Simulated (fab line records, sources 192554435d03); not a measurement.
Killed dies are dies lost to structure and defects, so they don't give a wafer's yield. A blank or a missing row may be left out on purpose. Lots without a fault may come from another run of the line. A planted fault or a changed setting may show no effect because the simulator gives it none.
Chamber matching | flow n5_finfet | N5_BEOL_M3_ETCH_77 on rie_diel-05: 4 sister chambers
The step etches underlayer in N2/H2, target depth 6.5 nm, time 5.2 s. 18 wafers are shown with their chamber, then 9 later ones without.

WAFERS WITH THEIR CHAMBER
wafer  | chamber | showerhead_plenum_p_Torr (Torr) | drypump_motor_current_A (A) | throttle_valve_pct (%)
L077.2 | 3       | 2.46                            | 6.4                         | 17.82
L077.5 | 2       | 2.49                            | 6.5                         | 17.65
L077.6 | 3       | 2.46                            | 6.4                         | 17.82
L080.1 | 3       | 2.46                            | 6.3                         | 17.84
L080.3 | 2       | 2.49                            | 6.5                         | 17.69
L080.4 | 0       | 2.63                            | 5.5                         | 17.98
L084.3 | 2       | 2.49                            | 6.5                         | 17.68
L084.4 | 1       | 2.44                            | 5.6                         | 17.75
L084.5 | 3       | 2.45                            | 6.4                         | 17.83
L085.1 | 3       | 2.45                            | 6.3                         | 17.88
L085.4 | 0       | 2.62                            | 5.5                         | 17.98
L085.5 | 0       | 2.62                            | 5.4                         | 17.98
L087.3 | 0       | 2.62                            | 5.4                         | 17.99
L087.4 | 1       | 2.44                            | 5.6                         | 17.75
L087.6 | 0       | 2.62                            | 5.4                         | 17.99
L088.2 | 2       | 2.48                            | 6.5                         | 17.74
L088.3 | 0       | 2.62                            | 5.5                         | 18.01
L088.5 | 2       | 2.48                            | 6.5                         | 17.73

SIGNATURES (means of the wafers above)
reading                  | chamber 0 | chamber 1 | chamber 2 | chamber 3 | scatter within a chamber
showerhead_plenum_p_Torr | 2.6217    | 2.4400    | 2.4860    | 2.4560    | 0.00481
drypump_motor_current_A  | 5.450     | 5.600     | 6.500     | 6.360     | 0.0439
throttle_valve_pct       | 17.9883   | 17.7500   | 17.6980   | 17.8380   | 0.0248
Rule: a wafer's distance from a chamber is the root of the sum, over the readings, of the square of ((its reading less the chamber's mean) divided by the reading's scatter). The wafer belongs to the nearest chamber; if the next one is less than 2 further off, it can't be placed. The scatter: the root of (the sum of the squares of (reading less its chamber's mean) over the shown wafers, divided by (wafers less chambers)).

WAFERS WITHOUT THEIR CHAMBER
wafer  | showerhead_plenum_p_Torr (Torr) | drypump_motor_current_A (A) | throttle_valve_pct (%)
L091.1 | 2.62                            | 5.5                         | 18.00
L091.3 | 2.44                            | 5.6                         | 17.76
L091.4 | 2.48                            | 6.5                         | 17.71
L092.2 | 2.45                            | 6.4                         | 17.87
L092.4 | 2.44                            | 5.6                         | 17.78
L092.6 | 2.44                            | 5.6                         | 17.75
L093.2 | 2.45                            | 6.3                         | 17.89
L093.5 | 2.43                            | 5.6                         | 17.78
L093.6 | 2.48                            | 6.5                         | 17.74

WHICH CHAMBER EACH WENT THROUGH
wafer  | from the rows above | in truth
L091.1 | 0                   | 0
L091.3 | 1                   | 1
L091.4 | 2                   | 2
L092.2 | 3                   | 3
L092.4 | 1                   | 1
L092.6 | 1                   | 1
L093.2 | 3                   | 3
L093.5 | 1                   | 1
L093.6 | 2                   | 2
Placed correctly: 9 of 9. Can't be placed from these rows: 0. Placed wrongly: 0.
